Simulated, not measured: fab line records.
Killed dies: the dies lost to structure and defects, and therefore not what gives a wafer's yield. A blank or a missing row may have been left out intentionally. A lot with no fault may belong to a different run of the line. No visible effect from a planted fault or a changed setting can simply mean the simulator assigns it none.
fab line records | flow nandHarc
record: lots: 12 wafers: 36 lastDay: 33
route steps=1302 shown P_GATE@209 P_CONTACT@229 END@1302
lots with no fault: from the same line, run without faults
startH: hours from the record's first day to the start of the lot's first wafer shown | waitH: how many hours have passed since the lot's step before this one | " same as the row above | L1.1+2: one row covering several wafers at once | - no value, or no start was given | * or withheld: withheld | < > ~ a bound
route shown NAME@n: names a module that has steps shown in the file, with the first one's number in the route | usual: average and standard deviation across the fault-free wafers | same: alike in all rows | chamber/n: place in a boat | sites: the reading at each site | _std_site: their standard deviation | _edge_site: the outer-site mean with the inner-site mean subtracted | radiusMm: how far each site lies from the wafer's centre | mask NAME#n: copy n | behind: tool/chamber where the wafer was last shaped | hold: the reason the lot was held/the length of the hold in hours/how it ended | device: transistor that didn't switch, given as n, p or np | end of line: tests run on the same wafers once the route is complete | for a step that has no rows: nothing shown but its recipe | killed: dies that structure and defects cost at the first sort, which is not the same as the wafer's yield | map: shows each die of a wafer: x if killed, . if not, _ if none is there
set.NAME: the setting that was run; set.NAME@STEP: the one run at that earlier step | model.NAME: the simulator's own value behind a step, which no gauge read
one table for each step of the route and one row for each wafer, over a sample of lots
services: when a tool's chamber went out of use (startH, in hours from the record's first day, below 0 if earlier), for how many hours, and the reason
== steps ==
step: NHARC_P_GATE_DEGAS_109
recipe: tempC: 300 timeS: 60
usual: heaterPowerW: 479/52
columns lot.wafer tool chamber startH waitH heaterPowerW
L191.2 pvdSputter-01 - 111.26 0.1 460
L191.5 " - " " 421
L191.6 " - " " 391
L193.1 pvdSputter-02 - 144.77 0.1 453
L193.2 " - " " 445
L193.6 " - " " 572
L195.2 pvdSputter-02 - 153.89 0.1 560
L195.3 " - " " 438
L195.4 " - " " 520
L196.2 pvdSputter-01 - 168.93 0.1 511
L196.4 " - " " 453
L196.3 " - " " 412
L200.3 pvdSputter-02 - 200.47 0.1 440
L200.2 " - " " 521
L200.6 " - " " 457
L199.1 pvdSputter-02 - 201.06 0.1 432
L199.2 " - " " 535
L199.4 " - " " 466
L203.2 pvdSputter-03 - 234.17 0.1 543
L203.4 " - " " 452
L203.5 " - " " 493
L205.1 pvdSputter-01 - 260.20 0.1 399
L205.5 " - " " 545
L205.6 " - " " 474
L204.1 pvdSputter-02 - 260.91 0.1 565
L204.4 " - " " 445
L204.3 " - " " 511
L206.4 pvdSputter-03 - 267.20 0.1 479
L206.1 " - " " 485
L206.5 " - " " 477
L212.1 pvdSputter-02 - 331.61 0.1 494
L212.3 " - " " 428
L212.6 " - " " 502
L213.4 pvdSputter-01 - 333.90 0.1 518
L213.1 " - " " 486
L213.6 " - " " 394
step: NHARC_P_CONTACT_EXPOSE_09
recipe: na: 1.35 targetCdNm: 90 doseMj: 81.26 maskId: P_CA
columns lot.wafer tool chamber startH waitH mask
L191.2+5+6 arfiScanner-03 0 113.70 - P_CA#0
L193.1+2+6 arfiScanner-02 0 147.20 - P_CA#0
L195.2+3+4 arfiScanner-01 0 156.19 - P_CA#0
L196.2+3+4 arfiScanner-01 0 171.26 - P_CA#0
L200.2+3+6 arfiScanner-01 0 202.78 - P_CA#0
L199.1+2+4 arfiScanner-02 0 203.48 - P_CA#0
L203.2+4+5 arfiScanner-03 0 236.61 - P_CA#0
L205.1+5+6 arfiScanner-02 0 262.60 - P_CA#0
L204.1+3+4 arfiScanner-02 0 263.22 - P_CA#0
L206.1+4+5 arfiScanner-02 0 269.50 - P_CA#0
L212.1+3+6 arfiScanner-01 0 334.29 - P_CA#0
L213.1+4+6 arfiScanner-01 0 337.18 - P_CA#0
step: NHARC_P_CONTACT_CD_MEAS_12
recipe: targetCdNm: 90 landingEnergyEv: 500
usual: cdNm: 90.0/0.59
columns lot.wafer tool chamber startH waitH cdNm
L191.2 cdSem-02 0 113.83 - 90.3
L191.5 " 0 " " 90.8
L191.6 " 0 " " 90.4
L193.1 cdSem-01 0 147.34 - 89.7
L193.2 " 0 " " 90.0
L193.6 " 0 " " 89.4
L195.2 cdSem-01 0 156.33 - 90.2
L195.3 " 0 " " 89.0
L195.4 " 0 " " 90.5
L196.2 cdSem-02 0 171.39 - 89.2
L196.3 " 0 " " 89.7
L196.4 " 0 " " 89.4
L200.2 cdSem-01 0 202.92 - 90.2
L200.3 " 0 " " 89.4
L200.6 " 0 " " 89.8
L199.1 cdSem-01 0 203.62 - 90.1
L199.2 " 0 " " 90.0
L199.4 " 0 " " 90.5
L203.2 cdSem-01 0 236.75 - 90.3
L203.4 " 0 " " 90.6
L203.5 " 0 " " 90.4
L205.1 cdSem-02 0 262.74 - 89.5
L205.5 " 0 " " 90.6
L205.6 " 0 " " 89.6
L204.1 cdSem-02 0 263.36 - 89.5
L204.3 " 0 " " 89.9
L204.4 " 0 " " 90.3
L206.1 cdSem-02 0 269.64 - 91.2
L206.4 " 0 " " 89.9
L206.5 " 0 " " 90.3
L212.1 cdSem-03 0 334.43 - 84.7
L212.3 " 0 " " 89.9
L212.6 " 0 " " 90.6
L213.1 cdSem-02 0 337.32 - 83.5
L213.4 " 0 " " 88.7
L213.6 " 0 " " 89.3
step: NHARC_P_CONTACT_ETCH_35
recipe: targetDepthA: 390 overEtchFrac: 0.3 timeS: 65 ionEnergyEv: 80 cf4FlowSccm: 150 arFlowSccm: 0 rfW: 300 biasW: 100 chemistry: CF4
usual: drypumpMotorCurrentA: 5.4/0.45 mfcArSccm: 0.008/0.013 oesProductAu: 0.998/0.0091 rfVppV: 151.3/1.2 showerheadPlenumPTorr: 1.77/0.063 throttleValvePct: 13.283/0.0094
same: overEtchFrac: 0.3
columns lot.wafer tool chamber startH waitH drypumpMotorCurrentA mfcArSccm oesProductAu rfHoursCounterH rfVppV showerheadPlenumPTorr throttleValvePct
L191.2 rieDiel-04 2 114.11 0.1 5.8 0 1.012 2.7 150.3 1.77 13.283
L191.5 " 0 " " 5.6 0.005 1.002 - 151.3 1.71 13.291
L191.6 " 1 " " 5.0 0.001 1.004 - 154.4 1.86 13.281
L193.2 rieDiel-13 3 147.63 0.1 5.9 0.020 1.004 8.2 150.9 1.81 13.271
L193.1 " 1 " " 5.4 0.011 0.987 9.0 149.9 1.69 13.280
L193.6 " 3 " " 5.9 0.020 0.999 - 152.1 1.80 13.279
L195.3 rieDiel-10 3 156.61 0.1 4.8 0.002 0.996 2.2 150.4 1.74 13.295
L195.2 " 0 " " 5.8 0.043 1.000 2.3 151.9 1.82 13.304
L195.4 " 1 " " 4.9 0 0.986 2.0 151.0 1.68 13.278
L196.4 rieDiel-10 1 171.66 0.1 4.9 0 0.981 2.5 151.3 1.68 13.293
L196.3 " 3 " " 4.8 0.002 1.005 2.8 151.2 1.74 13.283
L196.2 " 0 " " 5.8 0.043 0.994 2.8 152.4 1.82 13.278
L200.2 rieDiel-10 1 203.20 0.1 4.8 0 0.992 3.2 150.5 1.68 13.284
L200.3 " 2 " " 5.4 0 0.992 3.3 149.5 1.77 13.279
L200.6 " 0 " " 5.8 0.043 1.006 - 152.8 1.82 13.290
L199.4 rieDiel-13 3 203.89 0.1 5.9 0.020 0.998 2.0 152.1 1.80 13.296
L199.1 " 1 " " 5.4 0.011 1.010 1.7 148.8 1.69 13.289
L199.2 " 2 " " 6.2 0 0.987 1.9 151.8 1.87 13.283
L203.4 rieDiel-04 0 237.03 0.1 5.6 0.005 0.995 0.9 149.3 1.71 13.274
L203.2 " 1 " " 5.0 0.001 0.994 0.9 152.4 1.86 13.269
L203.5 " 0 " " 5.6 0.005 0.999 - 150.6 1.71 13.289
L205.1 rieDiel-10 1 263.02 0.1 4.9 0 1.002 0.2 151.5 1.68 13.287
L205.5 " 0 " " 5.8 0.043 0.993 - 152.9 1.82 13.288
L205.6 " 1 " " 4.9 0 0.997 - 150.4 1.68 13.288
L204.4 rieDiel-04 1 263.63 0.1 5.0 0.001 0.993 1.5 152.7 1.86 13.306
L204.3 " 2 " " 5.8 0 1.009 1.6 151.0 1.77 13.277
L204.1 " 3 " " 5.1 0 1.005 1.8 152.4 1.86 13.276
L206.1 rieDiel-04 2 269.91 0.1 5.8 0 0.993 1.9 152.2 1.77 13.285
L206.4 " 3 " " 5.1 0 0.994 2.1 152.3 1.86 13.276
L206.5 " 1 " " 5.0 0.001 1.008 - 151.2 1.86 13.284
L212.3 rieDiel-04 2 334.71 0.1 5.8 0 1.002 3.8 150.5 1.77 13.271
L212.1 " 3 " " 5.1 0 1.000 4.0 154.0 1.86 13.283
L212.6 " 1 " " 5.1 0.001 0.991 - 153.5 1.86 13.288
L213.1 rieDiel-10 2 337.60 0.1 5.4 0 0.993 2.8 151.4 1.77 13.286
L213.4 " 3 " " 4.8 0.002 1.027 2.6 149.9 1.74 13.282
L213.6 " 1 " " 4.8 0 0.995 - 149.3 1.68 13.275
step: NHARC_P_CONTACT_ETCH_31
recipe: targetDepthA: 300 timeS: 85.7 ionEnergyEv: 120 overEtchFrac: 1 ch3fFlowSccm: 50 o2FlowSccm: 30 arFlowSccm: 200 rfW: 500 biasW: 100 chemistry: CH3F/O2
usual: drypumpMotorCurrentA: 5.4/0.46 mfcArSccm: 199.9/0.56 oesProductAu: 0.977/0.014 rfVppV: 244.3/1.6 showerheadPlenumPTorr: 2.46/0.089 throttleValvePct: 20.664/0.009
same: overEtchFrac: 1
columns lot.wafer tool chamber startH waitH drypumpMotorCurrentA mfcArSccm oesProductAu rfHoursCounterH rfVppV showerheadPlenumPTorr throttleValvePct
L191.2 rieDiel-04 3 - - 5.1 200.6 0.996 3.2 245.6 2.59 20.657
L191.6 " 1 " " 5.0 199.7 0.979 - 245.7 2.59 20.658
L191.5 " 2 " " 5.8 199.9 0.983 - 244.0 2.47 20.675
L193.1 rieDiel-13 1 - - 5.4 200.6 0.960 9.4 243.5 2.35 20.665
L193.2 " 3 " " 5.9 198.9 0.965 8.6 245.0 2.51 20.660
L193.6 " 1 " " 5.4 200.0 0.957 - 244.5 2.35 20.663
L195.2 rieDiel-10 0 - - 5.8 199.9 0.996 2.5 244.7 2.53 20.661
L195.4 " 2 " " 5.4 200.8 0.961 2.5 243.1 2.46 20.665
L195.3 " 3 " " 4.8 199.8 0.988 2.6 244.4 2.42 20.664
L196.3 rieDiel-10 2 - - 5.4 199.8 0.943 3.0 244.6 2.46 20.662
L196.2 " 3 " " 4.8 200.4 0.951 3.0 243.5 2.42 20.653
L196.4 " 1 " " 4.9 199.0 0.959 2.9 242.4 2.34 20.645
L200.2 rieDiel-10 3 - - 4.8 200.9 0.973 3.6 242.5 2.42 20.666
L200.3 " 2 " " 5.4 199.3 0.952 3.5 242.2 2.46 20.674
L200.6 " 3 " " 4.8 200.3 0.970 - 242.4 2.42 20.668
L199.1 rieDiel-13 0 - - 5.9 199.1 0.994 2.2 242.7 2.42 20.647
L199.2 " 1 " " 5.4 199.8 1.001 2.3 242.2 2.35 20.661
L199.4 " 2 " " 6.3 199.5 0.988 2.4 246.6 2.61 20.670
L203.2 rieDiel-04 3 - - 5.1 198.0 0.988 1.4 245.1 2.58 20.673
L203.4 " 1 " " 5.1 200.5 0.964 1.1 247.2 2.59 20.661
L203.5 " 3 " " 5.0 199.7 0.984 - 245.6 2.59 20.666
L205.1 rieDiel-10 2 - - 5.4 199.3 0.977 0.6 245.3 2.46 20.655
L205.6 " 1 " " 4.9 200.6 0.975 - 241.6 2.34 20.667
L205.5 " 2 " " 5.4 200.4 0.978 - 243.4 2.46 20.661
L204.1 rieDiel-04 0 - - 5.6 199.7 0.950 2.0 243.5 2.37 20.665
L204.3 " 2 " " 5.8 200.8 0.960 1.8 245.4 2.47 20.661
L204.4 " 3 " " 5.1 200.8 0.954 2.1 248.3 2.58 20.674
L206.4 rieDiel-04 2 - - 5.8 200.1 0.980 2.2 244.9 2.47 20.660
L206.1 " 3 " " 5.1 200.0 0.973 2.3 246.6 2.58 20.645
L206.5 " 1 " " 5.1 199.5 0.974 - 243.7 2.59 20.668
L212.1 rieDiel-04 1 - - 5.1 200.4 0.946 4.1 247.2 2.59 20.667
L212.3 " 0 " " 5.6 199.4 0.938 4.3 244.1 2.37 20.663
L212.6 " 1 " " 5.1 200.1 0.952 - 247.5 2.59 20.660
L213.4 rieDiel-10 2 - - 5.5 199.9 0.979 3.2 244.2 2.46 20.666
L213.1 " 1 " " 4.9 200.0 0.958 2.6 242.3 2.33 20.666
L213.6 " 3 " " 4.8 199.2 0.996 - 243.3 2.42 20.676
step: NHARC_END_SORT_01
recipe: tempC: 25
usual: killedAtArray: 59/20 killedAtOther: 0.8/1.2 killedAtPeriphery: 3.5/2.2 killedDies: 63/20 killedOpen: 3.3/1.8 killedShort: 2.6/1.7
same: grossDies: 677
columns lot.wafer tool chamber startH waitH killedAtArray killedAtOther killedAtPeriphery killedDies killedOpen killedShort
L191.2 prober-01 0 552.69 2.8 40 0 0 40 2 3
L191.5 prober-01 0 555.10 3.7 40 1 1 42 1 0
L191.6 prober-01 0 555.90 4.0 36 0 6 42 2 2
L205.1 prober-02 0 693.15 2.5 66 1 4 71 5 3
L205.5 prober-02 0 696.34 3.7 65 1 3 69 2 3
L205.6 prober-02 0 697.14 4.0 60 0 5 65 3 4
L206.1 prober-01 0 709.96 2.5 43 0 3 46 4 1
L206.4 prober-01 0 712.36 3.4 37 0 3 40 3 1
L206.5 prober-01 0 713.16 3.7 38 0 1 39 2 2
L212.1 prober-01 0 777.80 2.5 51 0 5 56 2 3
L212.3 prober-01 0 779.41 3.1 45 1 3 49 2 0
L212.6 prober-01 0 781.82 4.0 45 1 6 52 5 3
L213.1 prober-02 0 796.50 2.5 75 1 6 82 3 3
L213.4 prober-02 0 798.89 3.4 66 3 3 72 2 6
L213.6 prober-02 0 800.49 4.0 84 0 4 88 1 1
killed by level:class
L191.2 A_CHANNEL_HOLE_D2:chamberFilmFlake=28 A_ONON_D1:geometricParticle:short=2 A_ONON_D1:geometricParticle:open=2 A_STAIRCASE:chamberFilmFlake=2 A_CONTACT:chamberFilmFlake=2 A_DECK1_JOINT:geometricParticle:short=1 A_CHANNEL_FILL_D1:chamberFilmFlake=1 A_DECK1_JOINT:chamberFilmFlake=1
L191.5 A_CHANNEL_HOLE_D2:chamberFilmFlake=24 A_CONTACT:chamberFilmFlake=6 A_CHANNEL_HOLE_D1:chamberFilmFlake=4 A_DECK1_JOINT:chamberFilmFlake=2 A_STAIRCASE:chamberFilmFlake=2 A_BLC:geometricParticle:open=1 P_BONDPAD:chamberFilmFlake=1 A_CHANNEL_FILL_D2:chamberFilmFlake=1
L191.6 A_CHANNEL_HOLE_D2:chamberFilmFlake=23 A_CONTACT:chamberFilmFlake=5 P_GATE:chamberFilmFlake=3 A_STAIRCASE:chamberFilmFlake=3 P_BONDPAD:chamberFilmFlake=2 A_DECK1_JOINT:chamberFilmFlake=2 P_CONTACT:geometricParticle:open=1 A_ONON_D1:geometricParticle:short=1
L205.1 A_SLIT:chamberFilmFlake=27 A_CHANNEL_HOLE_D2:chamberFilmFlake=19 A_CHANNEL_HOLE_D1:chamberFilmFlake=5 A_CONTACT:chamberFilmFlake=5 A_WL_FILL:chamberFilmFlake=3 A_DECK1_JOINT:geometricParticle:short=2 A_BLC:geometricParticle:open=2 P_CONTACT:chamberFilmFlake=2
L205.5 A_SLIT:chamberFilmFlake=37 A_CHANNEL_HOLE_D2:chamberFilmFlake=11 A_CHANNEL_HOLE_D1:chamberFilmFlake=6 A_CONTACT:chamberFilmFlake=5 P_M0:geometricParticle:open=2 A_ONON_D1:geometricParticle:short=2 A_WL_FILL:chamberFilmFlake=2 A_WL_FILL:geometricParticle:short=1
L205.6 A_SLIT:chamberFilmFlake=22 A_CHANNEL_HOLE_D2:chamberFilmFlake=14 A_CONTACT:chamberFilmFlake=7 A_CHANNEL_HOLE_D1:chamberFilmFlake=6 A_WL_FILL:chamberFilmFlake=3 P_GATE:chamberFilmFlake=2 P_CONTACT:chamberFilmFlake=2 P_CONTACT:geometricParticle:open=1
L206.1 A_CHANNEL_HOLE_D1:chamberFilmFlake=26 A_CONTACT:chamberFilmFlake=7 A_SLIT:chamberFilmFlake=3 P_CONTACT:geometricParticle:open=1 P_M0:geometricParticle:open=1 A_ONON_D1:geometricParticle:short=1 A_CHANNEL_HOLE_D1:geometricParticle:open=1 A_BLC:geometricParticle:open=1
L206.4 A_CHANNEL_HOLE_D1:chamberFilmFlake=24 A_STAIRCASE:chamberFilmFlake=3 A_CHANNEL_FILL_D2:chamberFilmFlake=2 A_CONTACT:chamberFilmFlake=2 A_ONON_D2:geometricParticle:short=1 A_ONON_D2:geometricParticle:open=1 A_CONTACT:geometricParticle:open=1 A_M0:geometricParticle:open=1
L206.5 A_CHANNEL_HOLE_D1:chamberFilmFlake=23 A_STAIRCASE:chamberFilmFlake=4 A_CONTACT:chamberFilmFlake=3 A_SLIT:chamberFilmFlake=2 A_WL_FILL:chamberFilmFlake=2 P_M1:geometricParticle:open=1 A_ONON_D2:geometricParticle:short=1 A_CHANNEL_FILL_D2:geometricParticle:short=1
L212.1 A_SLIT:chamberFilmFlake=32 A_CONTACT:chamberFilmFlake=5 P_BONDPAD:chamberFilmFlake=3 A_CHANNEL_HOLE_D1:chamberFilmFlake=3 A_CHANNEL_FILL_D2:chamberFilmFlake=3 A_DECK1_JOINT:geometricParticle:open=2 A_SGD_CUT:geometricParticle:short=1 A_WL_FILL:geometricParticle:short=1
L212.3 A_SLIT:chamberFilmFlake=31 A_CONTACT:chamberFilmFlake=5 A_STAIRCASE:chamberFilmFlake=3 P_BONDPAD:chamberFilmFlake=2 A_CHANNEL_HOLE_D2:chamberFilmFlake=2 A_ONON_D1:geometricParticle:open=1 P_GATE:chamberFilmFlake=1 STARTING-WAFER:geometricParticle:open=1
L212.6 A_SLIT:chamberFilmFlake=31 P_BONDPAD:chamberFilmFlake=4 A_CHANNEL_HOLE_D1:unspecified=3 A_CONTACT:chamberFilmFlake=3 A_WL_FILL:geometricParticle:short=2 P_GATE:geometricParticle:open=1 A_CHANNEL_FILL_D1:geometricParticle:short=1 A_ONON_D2:geometricParticle:open=1
L213.1 A_SLIT:chamberFilmFlake=27 A_CHANNEL_HOLE_D1:chamberFilmFlake=18 A_CONTACT:chamberFilmFlake=18 P_GATE:chamberFilmFlake=3 A_ZERO_WELL:chamberFilmFlake=2 A_WL_FILL:chamberFilmFlake=2 P_GATE:geometricParticle:open=1 A_CHANNEL_FILL_D1:geometricParticle:short=1
L213.4 A_SLIT:chamberFilmFlake=27 A_CHANNEL_HOLE_D1:chamberFilmFlake=14 A_CONTACT:chamberFilmFlake=11 A_WL_FILL:chamberFilmFlake=3 THIN_TSV:chamberFilmFlake=3 A_WL_FILL:geometricParticle:short=2 A_ZERO_WELL:chamberFilmFlake=2 P_M0:geometricParticle:short=1
L213.6 A_CHANNEL_HOLE_D1:chamberFilmFlake=30 A_SLIT:chamberFilmFlake=30 A_CONTACT:chamberFilmFlake=12 A_WL_FILL:chamberFilmFlake=3 P_GATE:chamberFilmFlake=2 P_BONDPAD:chamberFilmFlake=2 A_BLC:chamberFilmFlake=2 A_SGD_CUT:geometricParticle:open=1
== services ==
columns tool chamber startH hours kind
rieDiel-04 0 102.23 7.1 repair
pvdSputter-02 - 104.00 10.0 pm
rieDiel-04 - 119.10 0.2 repair
arfiScanner-02 - 119.41 0.4 repair
rieDiel-10 1 120.14 4.9 repair
rieDiel-13 0 128.78 46.4 repair
arfiScanner-02 - 140.00 4.0 pm
arfiScanner-02 - 157.82 0.5 repair
rieDiel-13 - 165.00 9.0 pm
rieDiel-04 - 177.90 9.0 pm
arfiScanner-02 - 189.07 0.3 repair
pvdSputter-02 - 217.93 5.0 repair
pvdSputter-01 - 220.10 9.8 repair
arfiScanner-01 - 225.31 14.1 repair
pvdSputter-01 - 229.91 10.0 pm
rieDiel-10 - 242.50 9.0 pm
arfiScanner-01 - 252.00 4.0 pm
arfiScanner-01 - 259.26 1.8 repair
arfiScanner-02 - 266.13 1.0 repair
arfiScanner-01 - 279.24 1.6 repair
pvdSputter-02 - 283.67 10.0 pm
rieDiel-04 0 296.45 2.3 repair
arfiScanner-02 - 312.00 4.0 pm
rieDiel-10 1 331.39 4.3 repair
== key ==
firstSign: step: NHARC_P_CONTACT_CD_MEAS_12 reading: cdNm direction: down sigmas: 10 usual: 90.0 struck: 84.1
effect none on later readings
metAt NHARC_P_CONTACT_EXPOSE_09
struckLots L212,L213
struckWafers L212.1,L213.1
testerLeftOut L212,L213
notActingAt NHARC_P_GATE_DEGAS_109,NHARC_P_CONTACT_ETCH_35,NHARC_P_CONTACT_ETCH_31
onsetBetween 202.78 334.29
fault: kind: processParameterDrift tool: arfiScanner-01 chamber: - onsetH: 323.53 steps: NHARC_P_CONTACT_EXPOSE_09 channel: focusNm offset: 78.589 shape: step endH: 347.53 scope: struckWafersOnly
testerLeftOut: of these lots the tester's yield and bins aren't shown, on N5 and GAA mostly nor the transistor test; their killed dies are dies lost to structure and defects alone, not to doping, threshold or leakage, so they don't give the yield
